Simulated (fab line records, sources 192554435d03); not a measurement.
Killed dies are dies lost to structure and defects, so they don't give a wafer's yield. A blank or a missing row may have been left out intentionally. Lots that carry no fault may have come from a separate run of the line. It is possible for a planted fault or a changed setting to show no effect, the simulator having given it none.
fab line records	flow n5_finfet
record: lots: 5	wafers: 14	last_day: 19
route steps=1938 shown BEOL_M1@758 BEOL_M4@1111 PASSIVATION@1936
lots untouched by any fault: they come from a run of this same line in which no faults occurred
start_h: hours from the record's first day to the start of the lot's first wafer shown	wait_h: how many hours have passed since the lot's step before this one	" identical to the entry in the row above	L1.1+2: a single row standing in for several wafers	- either no value or no given start	* or withheld: withheld	< > ~ a bound
route shown NAME@n: NAME is a module with steps in the file, n the number in the route of the first one	usual: mean and standard deviation over wafers with no fault	same: alike in all rows	chamber/n: place in a boat	sites: each site's reading	_std_site: standard deviation across them	_edge_site: the outer-site mean with the inner-site mean subtracted	radius_mm: how far each site lies from the wafer's centre	mask NAME#n: copy n	behind: the tool/chamber that last shaped the wafer	hold: why the lot was held/for how many hours/how that ended	device: the transistor (n, p or np) that didn't switch	end of line: the route-end tests of the same wafers	where a step has no rows: the recipe by itself	killed: dies that structure and defects cost at the first sort, which is not the same as the wafer's yield	map: per-die view of a wafer (x killed, . not killed, _ where there is no die)
set.NAME: the setting as run; set.NAME@STEP: as run at that earlier step	model.NAME: the simulator's own value behind a step, which no gauge read
certain route steps with their lots: each step a table, each wafer a row
services: a tool's chamber out of use, with start hour (start_h, from the record's first day; less than 0 if before it), hours out, and reason
== steps ==
step: N5_BEOL_M1_COAT_05
recipe: resist: CAR-EUV	spin_rpm: 1500	resist_thk_nm: 30
step: N5_BEOL_M1_EBR_07
recipe: solvent: PGMEA	ebr_width_mm: 1.5
step: N5_BEOL_M1_SOFTBAKE_06
recipe: temp_c: 110	time_s: 60	resist: CAR-EUV
step: N5_BEOL_M1_EXPOSE_08
recipe: mask_id: M1	na: 0.33	source_shape: dipole	sigma_inner: 0.369	sigma_outer: 0.767	polarization: unpolarized	dose_mj: 33
step: N5_BEOL_M1_PEB_09
recipe: peb_temp_c: 100	peb_time_s: 60	resist: CAR-EUV
step: N5_BEOL_M1_DEVELOP_10
recipe: develop_time_s: 30	developer: TMAH	resist: CAR-EUV	rinse_liquid: surfactant_rinse	dry: air_spin	dev_temp_c: 23
step: N5_BEOL_M1_CD_MEAS_11
recipe: target_cd_nm: 17.05	landing_energy_ev: 500	detector: se_inlens	polarity: opening
usual: cd_nm: 17.19/0.27
lot.wafer	tool	chamber	start_h	wait_h	cd_nm
L704.1	cd_sem-02	0	127.49	-	17.31
L704.3	"	0	"	"	17.06
L704.4	"	0	"	"	17.10
L706.1	cd_sem-02	0	137.76	-	17.20
L706.2	"	0	"	"	17.16
L706.5	"	0	"	"	17.34
L716.1	cd_sem-01	0	195.49	-	17.29
L716.5	"	0	"	"	16.83
L719.3	cd_sem-02	0	218.45	-	17.23
L719.5	"	0	"	"	17.40
L719.6	"	0	"	"	17.11
L725.2	cd_sem-02	0	253.78	-	17.15
L725.4	"	0	"	"	17.15
L725.6	"	0	"	"	17.26
step: N5_BEOL_M1_OVL_MEAS_12
recipe: points_per_wafer: 522
usual: M1_OVL: 0.2/0.62
lot.wafer	tool	chamber	start_h	wait_h	M1_OVL[nm]
L704.1	overlay-01	0	127.52	0.0	0.1
L704.3	"	0	"	"	0.1
L704.4	"	0	"	"	0.2
L706.1	overlay-02	0	137.79	0.0	-0.3
L706.2	"	0	"	"	0.0
L706.5	"	0	"	"	0.1
L716.1	overlay-02	0	195.52	0.0	-0.3
L716.5	"	0	"	"	-0.2
L719.3	overlay-01	0	218.49	0.0	0.9
L719.5	"	0	"	"	1.3
L719.6	"	0	"	"	1.0
L725.2	overlay-01	0	253.82	0.0	0.8
L725.4	"	0	"	"	0.7
L725.6	"	0	"	"	0.4
step: N5_BEOL_M1_INSPECT_13
recipe: mode: adi	inspect_instrument: brightfield
usual: raw_defect_count: 394/79
lot.wafer	tool	chamber	start_h	wait_h	raw_defect_count
L704.1	defect_inspect-02	-	127.58	0.1	373
L704.3	"	-	"	"	372
L704.4	"	-	"	"	403
L706.1	defect_inspect-01	-	137.85	0.1	340
L706.2	"	-	"	"	495
L706.5	"	-	"	"	485
L716.1	defect_inspect-02	-	195.59	0.1	502
L716.5	"	-	"	"	462
L719.3	defect_inspect-02	-	218.53	0.0	469
L719.5	"	-	"	"	329
L719.6	"	-	"	"	318
L725.2	defect_inspect-01	-	253.87	0.0	353
L725.4	"	-	"	"	348
L725.6	"	-	"	"	466
step: N5_BEOL_M1_DESCUM_16
recipe: chemistry: O2	time_s: 7	source_power_w: 50	bias_power_w: 20	pressure_mtorr: 20	rf_frequency_hz: 2.712e+07	temp_c: 40	resist: CAR-EUV	o2_flow_sccm: 225
usual: drypump_motor_current_A: 5.6/0.37	oes_product_au: 0.80/0.093	rf_vpp_V: 243.1/1.4	showerhead_plenum_p_Torr: 2.08/0.08	throttle_valve_pct: 20.4/0.3
lot.wafer	tool	chamber	start_h	wait_h	drypump_motor_current_A	oes_product_au	rf_hours_counter_h	rf_vpp_V	showerhead_plenum_p_Torr	throttle_valve_pct
L704.1	rie_diel-06	0	127.61	0.0	5.2	0.79	152	243.1	2.08	20.2
L704.3	"	1	"	"	5.6	0.93	24	241.8	2.02	20.0
L704.4	"	3	"	"	6.4	0.75	173	240.8	2.00	20.0
L706.1	rie_diel-05	3	137.88	0.0	5.1	0.73	176	242.8	2.00	20.9
L706.2	"	1	"	"	5.6	0.76	159	241.9	2.09	20.5
L706.5	"	2	"	"	5.5	0.70	-	242.7	2.09	20.6
L716.1	rie_diel-06	0	195.62	0.0	5.2	0.76	169	242.6	2.07	20.3
L716.5	"	1	"	"	5.6	0.88	-	243.2	2.01	20.0
L719.3	rie_diel-01	1	218.57	0.0	5.6	0.68	246	245.0	2.14	20.7
L719.5	"	2	"	"	5.7	0.76	-	241.5	2.09	20.5
L719.6	"	3	"	"	5.6	0.86	-	246.4	2.24	20.7
L725.2	rie_diel-01	3	254.28	0.4	5.6	0.86	66	245.1	2.23	20.7
L725.4	"	0	"	"	5.2	0.94	16	243.7	2.14	20.0
L725.6	"	3	"	"	5.6	0.85	-	246.5	2.23	20.7
step: N5_BEOL_M1_ETCH_74
recipe: chemistry: N2/H2	target: underlayer	target_depth_a: 65	mask_material: CAR-EUV	time_s: 5.2	ion_energy_ev: 200	pressure_mtorr: 30	source_w: 840	bias_w: 150	n2_flow_sccm: 200	h2_flow_sccm: 200	ends: cleared
usual: drypump_motor_current_A: 5.6/0.37	etch_rf_on_time_s: 5.23/0.21	oes_product_au: 0.68/0.073	rf_vpp_V: 523.6/2.8	showerhead_plenum_p_Torr: 2.54/0.1	throttle_valve_pct: 17.9/0.34
lot.wafer	tool	chamber	start_h	wait_h	drypump_motor_current_A	etch_rf_on_time_s	oes_product_au	rf_hours_counter_h	rf_vpp_V	showerhead_plenum_p_Torr	throttle_valve_pct
L704.1	rie_diel-06	0	127.65	0.0	5.2	5.17	0.65	152	524.5	2.55	17.8
L704.3	"	1	"	"	5.7	5.33	0.77	24	522.3	2.49	17.7
L704.4	"	3	"	"	6.4	4.98	0.66	173	517.4	2.41	17.4
L706.1	rie_diel-05	3	137.92	0.0	5.1	5.31	0.62	176	522.4	2.43	18.5
L706.2	"	1	"	"	5.6	5.40	0.63	159	525.1	2.53	17.7
L706.5	"	2	"	"	5.5	5.10	0.59	-	522.8	2.50	17.9
L716.1	rie_diel-06	0	195.66	0.0	5.2	5.12	0.65	169	522.4	2.54	17.9
L716.5	"	1	"	"	5.6	5.41	0.75	-	521.0	2.48	17.7
L719.3	rie_diel-01	1	218.60	0.0	5.6	5.73	0.56	246	525.2	2.59	18.0
L719.5	"	2	"	"	5.7	5.11	0.65	-	523.1	2.56	18.0
L719.6	"	3	"	"	5.5	5.38	0.72	-	528.8	2.73	18.2
L725.2	rie_diel-01	3	254.32	0.0	5.6	5.31	0.71	66	527.4	2.73	18.3
L725.4	"	0	"	"	5.2	5.50	0.78	16	525.6	2.58	17.2
L725.6	"	3	"	"	5.6	5.32	0.71	-	528.6	2.73	18.3
step: N5_BEOL_M1_ETCH_63
recipe: chemistry: CF4	target: SiARC	target_depth_a: 156	mask_material: CAR-EUV	time_s: 26	ion_energy_ev: 80	pressure_mtorr: 40	source_w: 545	bias_w: 36	Ar_flow_sccm: 100	cf4_flow_sccm: 100	ends: cleared
usual: drypump_motor_current_A: 5.6/0.37	etch_rf_on_time_s: 26.0/1.1	oes_product_au: 0.68/0.073	rf_vpp_V: 184.1/1.3	showerhead_plenum_p_Torr: 2.14/0.074	throttle_valve_pct: 15.62/0.26
lot.wafer	tool	chamber	start_h	wait_h	drypump_motor_current_A	etch_rf_on_time_s	oes_product_au	rf_hours_counter_h	rf_vpp_V	showerhead_plenum_p_Torr	throttle_valve_pct
L704.1	rie_diel-06	0	127.66	0.0	5.2	25.0	0.68	152	184.0	2.14	15.50
L704.3	"	1	"	"	5.6	26.4	0.78	24	182.8	2.10	15.37
L704.4	"	3	"	"	6.4	24.9	0.66	173	182.7	2.04	15.27
L706.1	rie_diel-05	3	137.94	0.0	5.1	27.0	0.62	176	182.8	2.07	16.14
L706.2	"	1	"	"	5.6	27.1	0.63	159	184.7	2.14	15.72
L706.5	"	2	"	"	5.5	26.0	0.60	-	183.4	2.13	15.76
L716.1	rie_diel-06	0	195.68	0.0	5.2	25.3	0.66	169	182.1	2.13	15.52
L716.5	"	1	"	"	5.6	26.9	0.74	-	184.8	2.09	15.39
L719.3	rie_diel-01	1	218.62	0.0	5.5	28.5	0.56	246	183.8	2.18	15.93
L719.5	"	2	"	"	5.7	25.0	0.67	-	184.3	2.16	15.81
L719.6	"	3	"	"	5.6	26.8	0.71	-	185.4	2.26	15.62
L725.2	rie_diel-01	3	254.33	0.0	5.6	26.7	0.71	66	185.5	2.26	15.64
L725.4	"	0	"	"	5.2	27.7	0.77	16	185.4	2.20	15.14
L725.6	"	3	"	"	5.6	27.0	0.70	-	185.8	2.26	15.65
step: N5_BEOL_M1_ETCH_64
recipe: chemistry: N2/H2	target: SOC	target_depth_a: 750	overetch_a: 150	mask_material: SiARC	temp_c: 40	time_s: 112.5	ion_energy_ev: 200	pressure_mtorr: 30	source_w: 840	bias_w: 150	n2_flow_sccm: 200	h2_flow_sccm: 200
usual: drypump_motor_current_A: 5.6/0.37	oes_product_au: 0.63/0.068	rf_vpp_V: 523.7/2.7	showerhead_plenum_p_Torr: 2.54/0.1	throttle_valve_pct: 17.8/0.34
lot.wafer	tool	chamber	start_h	wait_h	drypump_motor_current_A	oes_product_au	rf_hours_counter_h	rf_vpp_V	showerhead_plenum_p_Torr	throttle_valve_pct	model.SiARC_of_BEOL_M1_COAT_62.thk_nm	model.BEOL_M1.cd_offset_nm
L704.1	rie_diel-06	0	127.69	0.0	5.1	0.61	152	522.7	2.55	17.8	6.6	0.2
L704.3	"	1	"	"	5.6	0.73	24	521.7	2.49	17.7	6.8	0.2
L704.4	"	3	"	"	6.4	0.60	173	521.7	2.41	17.3	6.6	0
L706.1	rie_diel-05	3	137.96	0.0	5.0	0.59	176	520.4	2.43	18.5	7.2	0.2
L706.2	"	1	"	"	5.6	0.60	159	524.9	2.53	17.7	7	0.2
L706.5	"	2	"	"	5.5	0.55	-	523.6	2.50	17.8	6.8	0.8
L716.1	rie_diel-06	0	195.70	0.0	5.2	0.60	169	522.5	2.54	17.8	4.2	1.4
L716.5	"	1	"	"	5.7	0.70	-	522.1	2.48	17.7	4.6	0.4
L719.3	rie_diel-01	1	218.65	0.0	5.5	0.55	246	526.9	2.59	18.0	7.2	-0.4
L719.5	"	2	"	"	5.7	0.61	-	525.7	2.56	18.0	6.6	-0.2
L719.6	"	3	"	"	5.6	0.68	-	528.8	2.73	18.2	7	-0.2
L725.2	rie_diel-01	3	254.36	0.0	5.6	0.66	66	528.5	2.73	18.2	6.8	0.2
L725.4	"	0	"	"	5.2	0.73	16	526.1	2.58	17.2	7.2	0.2
L725.6	"	3	"	"	5.5	0.67	-	527.5	2.73	18.2	7	0.2
step: N5_BEOL_M1_STRIP_65
recipe: chemistry: N2/H2	temp_c: 40	n2_flow_sccm: 200	h2_flow_sccm: 200	rf_frequency_hz: 6e+07
step: N5_BEOL_M1_STRIP_75
recipe: chemistry: N2/H2	temp_c: 40	n2_flow_sccm: 200	h2_flow_sccm: 200	rf_frequency_hz: 6e+07
step: N5_BEOL_M1_STRIP_66
recipe: chemistry: CF4	resist: SiARC	power_w: 300	bias_power_w: 75	pressure_mtorr: 50	cf4_flow_sccm: 150	rf_frequency_hz: 6e+07
usual: drypump_motor_current_A: 5.6/0.37	oes_product_au: 0.79/0.084	rf_vpp_V: 271.0/1.6	showerhead_plenum_p_Torr: 1.80/0.066	throttle_valve_pct: 13.60/0.26
lot.wafer	tool	chamber	start_h	wait_h	drypump_motor_current_A	oes_product_au	rf_hours_counter_h	rf_vpp_V	showerhead_plenum_p_Torr	throttle_valve_pct
L704.1	rie_diel-06	0	127.82	0.0	5.1	0.77	152	271.5	1.80	13.55
L704.3	"	1	"	"	5.6	0.90	24	270.7	1.77	13.32
L704.4	"	3	"	"	6.4	0.75	173	267.5	1.70	13.27
L706.1	rie_diel-05	3	138.09	0.0	5.0	0.73	176	269.1	1.72	14.02
L706.2	"	1	"	"	5.6	0.75	159	271.2	1.79	13.71
L706.5	"	2	"	"	5.5	0.69	-	270.7	1.79	13.79
L716.1	rie_diel-06	0	195.83	0.0	5.1	0.74	169	269.9	1.80	13.57
L716.5	"	1	"	"	5.6	0.87	-	270.5	1.76	13.37
L719.3	rie_diel-01	1	218.77	0.0	5.6	0.69	246	272.5	1.84	13.97
L719.5	"	2	"	"	5.7	0.75	-	272.2	1.81	13.77
L719.6	"	3	"	"	5.6	0.85	-	273.5	1.90	13.58
L725.2	rie_diel-01	3	254.49	0.0	5.6	0.83	66	274.2	1.90	13.61
L725.4	"	0	"	"	5.2	0.92	16	271.3	1.83	13.03
L725.6	"	3	"	"	5.5	0.84	-	273.0	1.90	13.63
step: N5_BEOL_M1_HM_OPEN_17
recipe: chemistry: Cl2/BCl3	target_depth_a: 200	overetch_a: 60	target: TiN	mask_material: SOC	ion_energy_ev: 150	pressure_mtorr: 10	icp_w: 1000	bias_w: 126	Cl2_flow_sccm: 53.25	bcl3_flow_sccm: 21.75	Ar_flow_sccm: 25
usual: drypump_motor_current_A: 5.7/0.52	he_backside_leak_sccm: 3.4/0.41	oes_product_au: 0.65/0.11	throttle_valve_pct: 22.16/0.2
lot.wafer	tool	chamber	start_h	wait_h	drypump_motor_current_A	he_backside_leak_sccm	oes_product_au	rf_hours_counter_h	throttle_valve_pct	model.BEOL_M1.cd_offset_nm
L704.1	rie_metal-01	0	127.86	0.0	5.2	3.3	0.51	131	22.50	0
L704.3	"	1	"	"	5.6	3.2	0.63	-	22.17	0.2
L704.4	"	0	"	"	5.2	3.4	0.52	-	22.48	-0.2
L706.1	rie_metal-01	1	138.13	0.0	5.6	3.1	0.63	71	22.19	0.4
L706.2	"	0	"	"	5.2	3.4	0.51	132	22.49	0
L706.5	"	1	"	"	5.6	3.1	0.62	-	22.19	0.8
L716.1	rie_metal-02	1	195.87	0.0	6.7	3.2	0.68	40	22.36	1.4
L716.5	"	0	"	"	6.4	3.5	0.61	-	22.38	0.4
L719.3	rie_metal-01	1	218.87	0.1	5.6	3.2	0.60	-	22.20	-0.2
L719.5	"	1	"	"	5.6	3.1	0.60	-	22.20	0
L719.6	"	1	"	"	5.6	3.2	0.61	-	22.20	0
L725.2	rie_metal-03	0	254.54	0.0	5.7	3.5	0.76	11	21.83	0.2
L725.4	"	1	"	"	5.2	7.0	0.81	-	21.80	0
L725.6	"	1	"	"	5.3	3.7	0.81	-	21.82	0
step: N5_BEOL_M1_STRIP_19
recipe: chemistry: O2	power_w: 400	temp_c: 40	pressure_mtorr: 30	rf_frequency_hz: 6e+07	bias_power_w: 0	overash_fraction: 0.2	o2_flow_sccm: 225
usual: drypump_motor_current_A: 5.5/0.33	oes_product_au: 0.79/0.099	rf_vpp_V: 3.6/0.51	showerhead_plenum_p_Torr: 2.10/0.081	throttle_valve_pct: 16.7/0.3
lot.wafer	tool	chamber	start_h	wait_h	drypump_motor_current_A	oes_product_au	rf_hours_counter_h	rf_vpp_V	showerhead_plenum_p_Torr	throttle_valve_pct
L704.1	rie_diel-01	1	127.97	0.1	5.6	0.70	221	3.9	2.15	16.9
L704.3	"	2	"	"	5.7	0.77	129	4.0	2.10	16.7
L704.4	"	3	"	"	5.6	0.92	25	4.2	2.25	16.8
L706.1	rie_diel-01	0	138.24	0.1	5.2	0.70	243	3.7	2.15	16.5
L706.2	"	2	"	"	5.7	0.78	132	2.9	2.10	16.7
L706.5	"	2	"	"	5.7	0.77	-	3.8	2.10	16.7
L716.1	rie_diel-05	1	195.98	0.1	5.6	0.76	172	3.9	2.09	16.8
L716.5	"	0	"	"	5.4	0.96	-	4.1	2.21	16.3
L719.3	rie_diel-01	1	219.04	0.1	5.6	0.68	247	3.1	2.14	17.0
L719.5	"	2	"	"	5.7	0.76	-	3.8	2.09	16.7
L719.6	"	1	"	"	5.6	0.68	-	3.2	2.14	17.0
L725.2	rie_diel-05	0	254.69	0.1	5.4	0.92	40	3.8	2.20	16.3
L725.4	"	1	"	"	5.6	0.73	190	3.4	2.08	16.8
L725.6	"	0	"	"	5.4	0.93	-	3.0	2.20	16.3
step: N5_BEOL_M4_RC_MEAS_101
usual: DIBL_N: 36.3/1.9	DIBL_P: 36.6/2.4	IOFF_N: 0.17/0.037	IOFF_P: 0.23/0.04	ION_N: 682/14	ION_P: 468/8.6	SS_N: 71.6/0.67	SS_P: 73.4/0.71	VT_N: 248/3.3	VT_P: -248.9/2.9
lot.wafer	tool	chamber	start_h	wait_h	DIBL_N[mV/V]	DIBL_P[mV/V]	IOFF_N[nA/um]	IOFF_P[nA/um]	ION_N[uA/um]	ION_P[uA/um]	SS_N[mV/dec]	SS_P[mV/dec]	VT_N[mV]	VT_P[mV]
L706.1	prober-01	0	199.25	0.0	34.5	35.7	0.16	0.20	669	455	71.2	72.4	249	-250.8
L706.2	"	0	"	"	35.2	37.2	0.18	0.21	688	462	71.9	73.8	247	-250.4
L706.5	"	0	"	"	32.3	34.8	0.13	0.19	677	467	71.4	72.4	249	-247.6
L704.1	prober-02	0	213.11	0.0	34.0	32.4	0.13	0.18	663	461	71.1	72.5	253	-250.6
L704.3	"	0	"	"	38.0	39.1	0.22	0.28	677	462	73.1	74.2	244	-245.9
L704.4	"	0	"	"	36.4	36.1	0.18	0.22	687	467	71.3	73.3	247	-248.1
L716.1	prober-02	0	286.60	0.0	37.9	38.6	0.23	0.32	692	480	71.9	74.1	243	-243.4
L716.5	"	0	"	"	34.9	34.5	0.16	0.25	675	468	71.0	72.8	246	-244.3
L719.3	prober-01	0	296.00	0.3	35.3	34.3	0.15	0.19	674	462	71.1	73.1	249	-250.4
L719.5	"	0	"	"	36.9	38.1	0.19	0.25	687	473	71.5	73.7	247	-247.7
L719.6	"	0	"	"	37.0	37.3	0.18	0.23	676	461	71.7	73.1	248	-246.8
L725.2	prober-02	0	354.26	0.2	35.0	33.6	0.15	0.18	668	458	71.1	73.0	248	-252.7
L725.4	"	0	"	"	36.0	35.5	0.15	0.21	671	464	71.5	72.9	250	-251.6
L725.6	"	0	"	"	34.4	33.2	0.14	0.18	680	459	69.9	72.6	249	-250.7
step: N5_PASSIVATION_PROBE_49
usual: defect_limited_yield: 91.2/1.5	killed_at_M0_to_M3: 35/12	killed_at_M4_up: 14/5.1	killed_at_contacts: 13/6	killed_at_front_end: 38/12	killed_at_other: 4/3.5	killed_dies: 104/18	killed_open: 68/13	killed_short: 33/8.1	sort_bin_5_function: 5.2/1	sort_bin_6_memory: 3.2/0.69	sort_n_pass: 1076/18	sort_yield_pct: 91.2/1.5
same: gross_dies: 1180	killed_at_back_side: 0	sort_bin_4_leakage[%]: 0	sort_bin_8_speed[%]: 0
lot.wafer	tool	chamber	start_h	wait_h	defect_limited_yield[%]	killed_at_M0_to_M3	killed_at_M4_up	killed_at_contacts	killed_at_front_end	killed_at_other	killed_dies	killed_open	killed_short	sort_bin_5_function[%]	sort_bin_6_memory[%]	sort_n_pass	sort_yield_pct[%]
L706.1	prober-01	-	316.99	0.2	91.0	53	14	11	24	4	106	73	31	4.2	4.3	1074	91.0
L706.2	prober-01	-	317.04	0.3	89.6	42	9	12	60	0	123	85	37	6.3	3.8	1057	89.6
L706.5	prober-01	-	317.19	0.4	89.7	56	18	18	25	5	122	81	40	6.4	3.6	1058	89.7
L704.1	prober-02	-	327.44	0.0	90.5	38	14	6	48	6	112	70	42	6.2	3.1	1068	90.5
L704.3	prober-02	-	327.54	0.1	90.3	43	24	15	25	8	115	66	43	6.0	3.2	1065	90.3
L704.4	prober-02	-	327.59	0.2	88.9	54	9	13	49	6	131	89	41	6.0	4.5	1049	88.9
L716.1	prober-01	-	380.78	0.0	90.1	44	17	2	50	4	117	75	42	6.4	3.1	1063	90.1
L716.5	prober-01	-	380.98	0.2	93.0	23	22	6	30	2	83	58	23	3.8	2.9	1097	93.0
L719.3	prober-01	-	404.09	0.1	89.0	30	29	15	53	3	130	93	34	6.8	3.8	1050	89.0
L719.5	prober-01	-	404.19	0.2	88.2	51	24	14	45	5	139	92	40	6.4	4.6	1041	88.2
L719.6	prober-01	-	404.24	0.3	91.2	31	16	8	47	2	104	59	45	4.8	3.3	1076	91.2
L725.2	prober-02	-	461.38	0.1	89.9	61	7	17	33	1	119	79	40	6.4	3.6	1061	89.9
L725.4	prober-02	-	461.48	0.2	90.9	41	17	12	32	5	107	65	38	5.4	3.1	1073	90.9
L725.6	prober-02	-	461.58	0.3	91.0	38	13	17	35	3	106	70	33	6.3	2.4	1074	91.0
killed by level:class
L706.1 BEOL_M0_SAQP:geometric_particle:open=12 BEOL_M0_SAQP:geometric_particle:short=12 MOL_CONTACT_COAG:geometric_particle:open=10 BEOL_M1:geometric_particle:open=10 STI_FIN_REVEAL:geometric_particle:open=6 BEOL_M3:geometric_particle:open=6 FIN_SAQP:geometric_particle:short=5 BEOL_M2:geometric_particle:open=5
L706.2 FIN_SAQP:geometric_particle:short=14 FIN_SAQP:geometric_particle:open=12 STI_FIN_REVEAL:geometric_particle:open=12 MOL_CONTACT_COAG:geometric_particle:open=12 BEOL_M3:geometric_particle:open=11 BEOL_M1:geometric_particle:open=9 BEOL_M0_SAQP:geometric_particle:short=8 GATE_CUT:geometric_particle:short=7
L706.5 BEOL_M0_SAQP:geometric_particle:short=15 MOL_CONTACT_COAG:geometric_particle:open=14 BEOL_M0_SAQP:geometric_particle:open=11 BEOL_M1:geometric_particle:open=10 BEOL_M3:geometric_particle:open=10 DUMMY_GATE:geometric_particle:open=8 BEOL_M4:geometric_particle:open=7 FIN_SAQP:geometric_particle:short=4
L704.1 STI_FIN_REVEAL:geometric_particle:open=13 FIN_SAQP:geometric_particle:short=11 BEOL_M0_SAQP:geometric_particle:open=10 BEOL_M3:geometric_particle:open=9 BEOL_M0_SAQP:geometric_particle:short=8 BEOL_M2:geometric_particle:open=6 FIN_SAQP:geometric_particle:open=5 MOL_CONTACT_COAG:geometric_particle:open=4
L704.3 BEOL_M0_SAQP:geometric_particle:short=17 BEOL_M0_SAQP:geometric_particle:open=15 MOL_CONTACT_COAG:geometric_particle:open=11 BEOL_M4:geometric_particle:open=11 FIN_SAQP:geometric_particle:open=6 FIN_SAQP:geometric_particle:short=5 DUMMY_GATE:geometric_particle:open=4 MOL_CONTACT_COAG:geometric_particle:short=4
L704.4 BEOL_M0_SAQP:geometric_particle:open=17 FIN_SAQP:geometric_particle:open=14 BEOL_M0_SAQP:geometric_particle:short=11 MOL_CONTACT_COAG:geometric_particle:open=8 BEOL_M3:geometric_particle:open=7 BEOL_M0:geometric_particle:open=6 STI_FIN_REVEAL:geometric_particle:open=5 DUMMY_GATE:geometric_particle:open=5
L716.1 FIN_SAQP:geometric_particle:short=14 STI_FIN_REVEAL:geometric_particle:open=13 BEOL_M2:geometric_particle:open=12 BEOL_M3:geometric_particle:open=9 BEOL_M4:geometric_particle:open=9 FIN_SAQP:geometric_particle:open=8 BEOL_M0_SAQP:geometric_particle:short=8 BEOL_M0_SAQP:geometric_particle:open=6
L716.5 BEOL_M3:geometric_particle:open=8 BEOL_M4:geometric_particle:open=8 FIN_SAQP:geometric_particle:short=7 STI_FIN_REVEAL:geometric_particle:open=7 BEOL_M0_SAQP:geometric_particle:short=6 BEOL_M5:geometric_particle:open=6 FIN_SAQP:geometric_particle:open=5 MOL_CONTACT_COAG:geometric_particle:open=4
L719.3 STI_FIN_REVEAL:geometric_particle:open=15 BEOL_M4:geometric_particle:open=14 MOL_CONTACT_COAG:geometric_particle:open=13 GATE_CUT:geometric_particle:short=9 BEOL_M0_SAQP:geometric_particle:open=9 GATE_CUT:geometric_particle:open=6 BEOL_M0_SAQP:geometric_particle:short=6 BEOL_M4:geometric_particle:short=5
L719.5 BEOL_M0_SAQP:geometric_particle:short=17 BEOL_M1:geometric_particle:open=14 BEOL_M4:geometric_particle:open=13 BEOL_M0_SAQP:geometric_particle:open=12 MOL_CONTACT_COAG:geometric_particle:open=9 FIN_SAQP:geometric_particle:open=8 FIN_SAQP:geometric_particle:short=6 HKMG_FIN:area_etch=6
L719.6 FIN_SAQP:geometric_particle:short=14 BEOL_M0_SAQP:geometric_particle:short=11 BEOL_M0_SAQP:geometric_particle:open=8 MOL_CONTACT_COAG:geometric_particle:open=8 BEOL_M4:geometric_particle:open=8 STI_FIN_REVEAL:geometric_particle:open=7 FIN_SAQP:geometric_particle:open=6 BEOL_M2:geometric_particle:open=6
L725.2 BEOL_M2:geometric_particle:open=22 MOL_CONTACT_COAG:geometric_particle:open=15 BEOL_M0_SAQP:geometric_particle:short=11 BEOL_M0_SAQP:geometric_particle:open=10 BEOL_M1:geometric_particle:open=5 GATE_CUT:geometric_particle:short=4 BEOL_M3:geometric_particle:open=4 BEOL_M5:geometric_particle:open=4
L725.4 BEOL_M3:geometric_particle:open=12 BEOL_M4:geometric_particle:open=8 MOL_CONTACT_COAG:geometric_particle:open=7 BEOL_M0_SAQP:geometric_particle:open=7 FIN_SAQP:geometric_particle:short=6 DUMMY_GATE:geometric_particle:open=5 GATE_CUT:geometric_particle:short=5 MOL_CONTACT_COAG:geometric_particle:short=5
L725.6 MOL_CONTACT_COAG:geometric_particle:open=16 STI_FIN_REVEAL:geometric_particle:open=12 BEOL_M0_SAQP:geometric_particle:open=9 BEOL_M0_SAQP:geometric_particle:short=6 FIN_SAQP:geometric_particle:short=4 BEOL_M0:geometric_particle:short=4 BEOL_M3:geometric_particle:open=4 BEOL_M4:geometric_particle:open=4
== services ==
tool	chamber	start_h	hours	kind
rie_diel-06	3	104.29	20.8	repair
rie_diel-01	0	119.86	2.3	repair
rie_diel-01	0	130.11	3.8	repair
rie_metal-03	0	133.27	-	clean
rie_metal-03	0	133.27	16.8	scheduled_down
rie_metal-03	0	133.27	16.8	vent_cycle
rie_metal-02	-	149.56	0.3	repair
rie_diel-01	0	160.98	-	clean
rie_diel-01	0	160.98	-	consumable_replace:focus_ring
rie_diel-01	0	160.98	27.1	scheduled_down
rie_diel-01	0	160.98	27.1	vent_cycle
rie_metal-01	0	176.10	-	clean
rie_metal-01	0	176.10	23.4	scheduled_down
rie_metal-01	0	176.10	23.4	vent_cycle
rie_diel-01	1	187.03	11.1	repair
rie_metal-03	1	194.15	1.2	repair
rie_metal-01	0	208.45	22.1	repair
rie_diel-06	3	221.81	4.5	repair
rie_diel-01	1	228.89	-	clean
rie_diel-01	1	228.89	-	consumable_replace:focus_ring
rie_diel-01	1	228.89	18.5	scheduled_down
rie_diel-01	1	228.89	18.5	vent_cycle
rie_diel-01	2	245.04	7.4	repair
rie_diel-06	3	253.95	6.9	repair
== key ==
first_sign none at tools or gauges
model_effect: step: N5_BEOL_M1_ETCH_64	value: SiARC_of_BEOL_M1_COAT_62.thk_nm	without: 6.9	struck: 4.4
model_effect: step: N5_BEOL_M1_HM_OPEN_17	value: BEOL_M1.cd_offset_nm	without: -0.1	struck: 0.9
met_at N5_BEOL_M1_ETCH_64
struck_wafers L716.1,L716.5
onset_between 127.69 195.70
also_fits N5_BEOL_M1_DESCUM_16:rie_diel-06,N5_BEOL_M1_ETCH_74:rie_diel-06,N5_BEOL_M1_ETCH_63:rie_diel-06
fault: kind: process_parameter_drift	tool: rie_diel-06	chamber: -	onset_h: 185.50	steps: N5_BEOL_M1_ETCH_64	channel: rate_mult	offset: 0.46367	shape: step	end_h: 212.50	scope: struck_wafers_only
